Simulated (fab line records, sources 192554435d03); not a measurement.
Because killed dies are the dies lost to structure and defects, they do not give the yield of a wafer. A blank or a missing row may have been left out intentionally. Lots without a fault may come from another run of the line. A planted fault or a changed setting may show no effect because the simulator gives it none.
Split-lot study + flow n5-finfet + route with 1938 steps; 7 lots, 21 wafers read

== SPLIT DETAILS ==
At N5_PASSIVATION_VIA_ETCH_13 (etches SiO2 in CHF3/O2, target depth 660 nm, time 330 s), the setting source-w was moved away from the recipe's 650 W on 8 of the 21 wafers read, by -18.0% to +17.1%. This setting was run at the recipe's value on the other wafers.

Reading taken at the split's own step.

== THE READING ==
rf-vpp-V, in V, at N5_PASSIVATION_VIA_ETCH_13 (etches SiO2 in CHF3/O2, target depth 660 nm, time 330 s). A value of 524 V with a standard deviation of 5.6 V is what fault-free wafers of this fab line usually give.

| wafer  | tool, chamber at the split | source-w as run, W | against the recipe | rf-vpp-V, V | against lot-mates on the recipe |
|--------|----------------------------|--------------------|--------------------|-------------|---------------------------------|
| L076.1 | rie-diel-01, 1             | 650                | recipe             | 527         | -                               |
| L076.2 | rie-diel-01, 2             | 650                | recipe             | 523         | -                               |
| L076.5 | rie-diel-01, 2             | 650                | recipe             | 524         | -                               |
| L077.4 | rie-diel-01, 2             | 650                | recipe             | 523         | -                               |
| L077.5 | rie-diel-01, 1             | 679.3              | +4.5%              | 515         | -8                              |
| L077.6 | rie-diel-01, 0             | 679.3              | +4.5%              | 506         | -17                             |
| L082.1 | rie-diel-01, 0             | 543                | -16.5%             | 565         | +34                             |
| L082.2 | rie-diel-01, 1             | 543                | -16.5%             | 575         | +44                             |
| L082.5 | rie-diel-01, 3             | 650                | recipe             | 531         | -                               |
| L084.2 | rie-diel-03, 0             | 650                | recipe             | 518         | -                               |
| L084.5 | rie-diel-03, 2             | 650                | recipe             | 521         | -                               |
| L084.6 | rie-diel-03, 3             | 650                | recipe             | 531         | -                               |
| L089.1 | rie-diel-04, 3             | 650                | recipe             | 525         | -                               |
| L089.4 | rie-diel-04, 1             | 650                | recipe             | 527         | -                               |
| L089.6 | rie-diel-04, 1             | 607.8              | -6.5%              | 543         | +17                             |
| L093.2 | rie-diel-03, 1             | 533.2              | -18.0%             | 587         | +71                             |
| L093.4 | rie-diel-03, 0             | 650                | recipe             | 516         | -                               |
| L093.5 | rie-diel-03, 1             | 533.2              | -18.0%             | 587         | +71                             |
| L094.1 | rie-diel-04, 1             | 761.1              | +17.1%             | 488         | -33                             |
| L094.2 | rie-diel-04, 2             | 650                | recipe             | 523         | -                               |
| L094.4 | rie-diel-04, 0             | 650                | recipe             | 519         | -                               |

FIT RESULTS
A straight line over all 21 wafers: rf-vpp-V changes by -2.93 V for each +1% of source-w; r = -0.97; the points scatter about the line by 6.2 V.
The same after taking each lot's own level away (the mean of its wafers on the recipe; 21 wafers): -2.9 V for each +1%; r = -0.95; scatter 8.2 V.
The reading moves by 52 V for the largest change in source-w, on that fit.
The span of the lots' own levels, 516.0 to 531.0 V, comes to 2.7 times the standard deviation stated above.
The two slopes are in agreement: the lot-to-lot level therefore moves the slope only a little.
Check: +49.2 V against its lot-mates is what the line predicts for one of the wafers moved furthest among these (-18.0%) when that wafer is left out of the fit. Against them it came out at +71 V.
Tool readings at the split's step, against how far the setting was moved: etch-rf-on-time-s r = -0.87; rf-vpp-V r = -0.97.

== THE WHOLE CHAIN: every reading that the file lists as answering this split, in the file's order ==
| step                       | what it does                                            | reading           | change (the file's fit)              | r (the file's) |
|----------------------------|---------------------------------------------------------|-------------------|--------------------------------------|----------------|
| N5_PASSIVATION_VIA_ETCH_13 | etches SiO2 in CHF3/O2, target depth 660 nm, time 330 s | etch-rf-on-time-s | withheld for each +1% of the setting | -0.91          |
| N5_PASSIVATION_VIA_ETCH_13 | etches SiO2 in CHF3/O2, target depth 660 nm, time 330 s | rf-vpp-V          | -2.79 V for each +1% of the setting  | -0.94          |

== THE FILE'S OWN FIT ==
rf-vpp-V changes by -2.79 V for each +1% of source-w, r = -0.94.
